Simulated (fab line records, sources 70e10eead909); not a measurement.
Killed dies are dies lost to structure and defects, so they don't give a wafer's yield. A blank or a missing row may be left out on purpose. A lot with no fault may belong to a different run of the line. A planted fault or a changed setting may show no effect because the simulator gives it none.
The tool behind it: which one?	flow nand-harc	12 lots, 36 wafers sampled, at 4 steps of a route of 1302

## WHAT THE GAUGES READ, wafer by wafer
NHARC_P_M2_INSPECT_11.
lot	measured	on	raw-defect-count
L075	day 6 19:01	defect-inspect-01	4 5 1
L077	day 7 13:07	defect-inspect-01	3 2 0
L079	day 8 11:40	defect-inspect-01	3 3 3
L081	day 9 09:19	defect-inspect-02	2 8 3
L083	day 10 12:20	defect-inspect-01	7 12 8
L085	day 11 05:10	defect-inspect-02	8 5 5
L088	day 12 15:38	defect-inspect-02	12 12 10
L089	day 12 17:34	defect-inspect-02	3 5 7
L091	day 13 11:11	defect-inspect-01	3 1 6
L093	day 14 14:20	defect-inspect-01	10 4 3
L095	day 15 03:05	defect-inspect-02	7 4 4
L097	day 16 04:00	defect-inspect-02	3 1 4

## EACH LOT AND THE TOOL THAT RAN IT (in order: tool; ch and the chambers of the sampled wafers; start)
lot	NHARC_P_M0_DEP_32	NHARC_P_M1_DESCUM_14	NHARC_P_M1_PRE_CLEAN_30
L075	pecvd-03 ch 0,2, day 6 13:32	rie-diel-08 ch 0,1,2, day 6 14:56	pvd-sputter-01, day 6 19:01 or earlier
L077	pecvd-04 ch 1,2, day 7 07:41	rie-diel-02 ch 0,2,3, day 7 08:59	pvd-sputter-01, day 7 13:07 or earlier
L079	pecvd-04 ch 0,1, day 8 06:02	rie-diel-12 ch 2,3, day 8 07:29	pvd-sputter-01, day 8 11:40 or earlier
L081	pecvd-04 ch 1,2, day 9 03:53	rie-diel-12 ch 1,2, day 9 05:13	pvd-sputter-02, day 9 09:19 or earlier
L083	pecvd-04 ch 0,1,2, day 10 05:50	rie-diel-12 ch 0,1,2, day 10 07:24	pvd-sputter-01, day 10 12:20 or earlier
L085	pecvd-03 ch 0,2, day 10 23:34	rie-diel-02 ch 1,2, day 11 01:01	pvd-sputter-03, day 11 05:10 or earlier
L088	pecvd-03 ch 0,1, day 12 10:09	rie-diel-02 ch 0,1,2, day 12 11:33	pvd-sputter-03, day 12 15:38 or earlier
L089	pecvd-03 ch 0,1,2, day 12 12:11	rie-diel-08 ch 1,2, day 12 13:31	pvd-sputter-01, day 12 17:34 or earlier
L091	pecvd-01 ch 0,1,2, day 13 05:39	rie-diel-08 ch 1,3, day 13 07:06	pvd-sputter-02, day 13 11:11 or earlier
L093	pecvd-04 ch 0,1, day 14 08:14	rie-diel-02 ch 2,3, day 14 09:34	pvd-sputter-01, day 14 14:20 or earlier
L095	pecvd-01 ch 0,1,2, day 14 20:40	rie-diel-12 ch 0,1,2, day 14 21:59	pvd-sputter-01, day 15 03:05 or earlier
L097	pecvd-03 ch 0,1,2, day 15 22:25	rie-diel-12 ch 0,2, day 15 23:50	pvd-sputter-01, day 16 04:00 or earlier
- NHARC_P_M0_DEP_32: deposits SiCN, target thk 30 nm.
- NHARC_P_M1_DESCUM_14: chemistry O2, time 3 s.
- NHARC_P_M1_PRE_CLEAN_30: time 30 s.

## THE ANSWER, worked out from the rows above alone
Rule: usual is defined by the lots themselves. Put in order of their means at a reading, lots are off if they are a third of the lots or fewer, leave a main group of 4 or more, and stand apart from it by a gap of 3 or more times the standard deviation of the main group's means; of several such gaps the widest counts. A main group whose means are all the same, to the digits that the tables above print for the reading, isn't used. A lot without any number at a reading at which 4 lots or more have one is off too. All remaining lots with rows at the step are treated as sound.
Nothing can be told from this: no lot is off at any reading shown.

## WHAT HAD BEEN PUT IN BY THE SIMULATOR
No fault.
